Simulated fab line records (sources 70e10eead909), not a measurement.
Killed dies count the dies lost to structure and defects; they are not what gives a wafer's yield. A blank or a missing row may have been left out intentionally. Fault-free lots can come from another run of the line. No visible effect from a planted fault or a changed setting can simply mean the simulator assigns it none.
Commonality check across tools	flow nand harc	Sampled: 12 lots, 36 wafers

WHAT PROMPTED THE OPENING
At NHARC_P_M2_CD_MEAS_09 the reading cd nm is flagged on 2 of 12 lots. Fault-free wafers read 169.7 nm, with a standard deviation of 0.64.
Rule: flag the lot when none of its wafers has a number, or when each of its wafers that has one lies beyond 4 standard deviations from that mean. The rest of the lots are taken to be sound.

lot	measured	on	cd nm (nm), wafer by wafer	flag
L120	day 6 05:47	cd sem-01	169.9 169.7 170.8	
L122	day 6 23:02	cd sem-03	168.8 169.6 169.7	
L121	day 7 00:02	cd sem-03	170.0 169.6 170.3	
L124	day 8 00:34	cd sem-01	170.2 170.8 170.5	
L125	day 8 05:38	cd sem-02	168.4 169.4 168.8	
L128	day 10 04:11	cd sem-03	193.4 192.8 191.9	FLAGGED
L131	day 11 03:41	cd sem-01	193.4 193.7 193.0	FLAGGED
L137	day 13 18:00	cd sem-03	169.4 169.5 169.3	
L138	day 13 21:56	cd sem-03	169.8 169.6 170.1	
L139	day 14 11:18	cd sem-02	170.0 168.8 170.2	
L140	day 14 16:19	cd sem-01	167.9 168.4 168.7	
L141	day 15 04:04	cd sem-02	170.1 170.4 169.4	
Average over the flagged lots: 193.0 nm; offset from the usual +23.3 nm, equal to +36 standard deviations.

WHICH TOOL EACH LOT WENT THROUGH
Before the reading, the record contains 3 process steps out of a 1302-step route. Cell contents, in order: the tool; ch with the chambers the sampled wafers went through; the start.
lot	flag	NHARC_P_M1_PVD_21	NHARC_P_M1_DEP_33	NHARC_P_M2_PEB_07
L120		pvd sputter-02, day 6 04:40 or earlier	pecvd-01 ch 1,2, day 6 04:40	litho track-04 ch 0, day 6 05:42
L122		pvd sputter-03, day 6 21:47 or earlier	pecvd-02 ch 0,1, day 6 21:47	litho track-04 ch 0, day 6 22:57
L121		pvd sputter-03, day 6 22:56 or earlier	pecvd-02 ch 0,2, day 6 22:56	litho track-01 ch 0, day 6 23:57
L124		pvd sputter-02, day 7 23:22 or earlier	pecvd-02 ch 0,1, day 7 23:22	litho track-04 ch 0, day 8 00:29
L125		pvd sputter-01, day 8 04:31 or earlier	pecvd-02 ch 1,2, day 8 04:31	litho track-01 ch 0, day 8 05:34
L128	FLAGGED	pvd sputter-01, day 10 03:04 or earlier	pecvd-03 ch 0,1,2, day 10 03:04	litho track-04 ch 0, day 10 04:06
L131	FLAGGED	pvd sputter-03, day 11 02:26 or earlier	pecvd-03 ch 0,2, day 11 02:26	litho track-04 ch 0, day 11 03:37
L137		pvd sputter-03, day 13 16:41 or earlier	pecvd-01 ch 2, day 13 16:41	litho track-01 ch 0, day 13 17:55
L138		pvd sputter-03, day 13 20:41 or earlier	pecvd-01 ch 2, day 13 20:41	litho track-04 ch 0, day 13 21:51
L139		pvd sputter-02, day 14 10:07 or earlier	pecvd-03 ch 0,2, day 14 10:07	litho track-06 ch 0, day 14 11:13
L140		pvd sputter-01, day 14 15:04 or earlier	pecvd-03 ch 0,1,2, day 14 15:04	litho track-01 ch 0, day 14 16:14
L141		pvd sputter-03, day 15 02:52 or earlier	pecvd-02 ch 0,1,2, day 15 02:52	litho track-06 ch 0, day 15 03:59
What the steps here do:
- NHARC_P_M1_PVD_21: deposits Cu, target thk 30 nm, time 20.49 s.
- NHARC_P_M1_DEP_33: deposits SiCN, target thk 30 nm.
- NHARC_P_M2_PEB_07: peb time 65 s.
- NHARC_P_M2_CD_MEAS_09: target cd 170 nm.

FLAGGED AGAINST TOTAL, ONE TOOL AT A TIME (gauges that did the reading follow at the end)
step	tool	lots run	flagged	share of the flagged lots	sound lots run after its first flagged lot
NHARC_P_M1_PVD_21	pvd sputter-01	3	1	some	1 (L140)
NHARC_P_M1_PVD_21	pvd sputter-02	3	0	none	-
NHARC_P_M1_PVD_21	pvd sputter-03	6	1	some	3 (L137,L138,L141)
NHARC_P_M1_DEP_33	pecvd-01	3	0	none	-
NHARC_P_M1_DEP_33	pecvd-02	5	0	none	-
NHARC_P_M1_DEP_33	pecvd-03	4	2	all	2 (L139,L140)
NHARC_P_M2_PEB_07	litho track-01	4	0	none	-
NHARC_P_M2_PEB_07	litho track-04	6	2	all	1 (L138)
NHARC_P_M2_PEB_07	litho track-06	2	0	none	-
NHARC_P_M2_CD_MEAS_09	cd sem-01	4	1	some	1 (L140)
NHARC_P_M2_CD_MEAS_09	cd sem-02	3	0	none	-
NHARC_P_M2_CD_MEAS_09	cd sem-03	5	1	some	2 (L137,L138)
With no start given for some of its lots, NHARC_P_M1_PVD_21 uses the hours and lot order of NHARC_P_M1_DEP_33.

WHAT IS ALLOWED BY THE TABLE
Every flagged lot went through 2 rows of the table: pecvd-03 at NHARC_P_M1_DEP_33 and litho track-04 at NHARC_P_M2_PEB_07.
- pecvd-03 at NHARC_P_M1_DEP_33: 2 of its 4 lots flagged. Sound lots ran on it after the first flagged one (L139, L140), which a lasting fault on the whole tool wouldn't allow.
- litho track-04 at NHARC_P_M2_PEB_07: 2 of its 6 lots flagged. Sound lots ran on it after the first flagged one (L138), which a lasting fault on the whole tool wouldn't allow. Its own readings (heater power total W, plate temp C) fall more than 4 standard deviations out on all wafers of the flagged lots.
None of the table's rows ran every flagged lot and, after the first, no sound lot.

WHAT WAS PUT IN BY THE SIMULATOR
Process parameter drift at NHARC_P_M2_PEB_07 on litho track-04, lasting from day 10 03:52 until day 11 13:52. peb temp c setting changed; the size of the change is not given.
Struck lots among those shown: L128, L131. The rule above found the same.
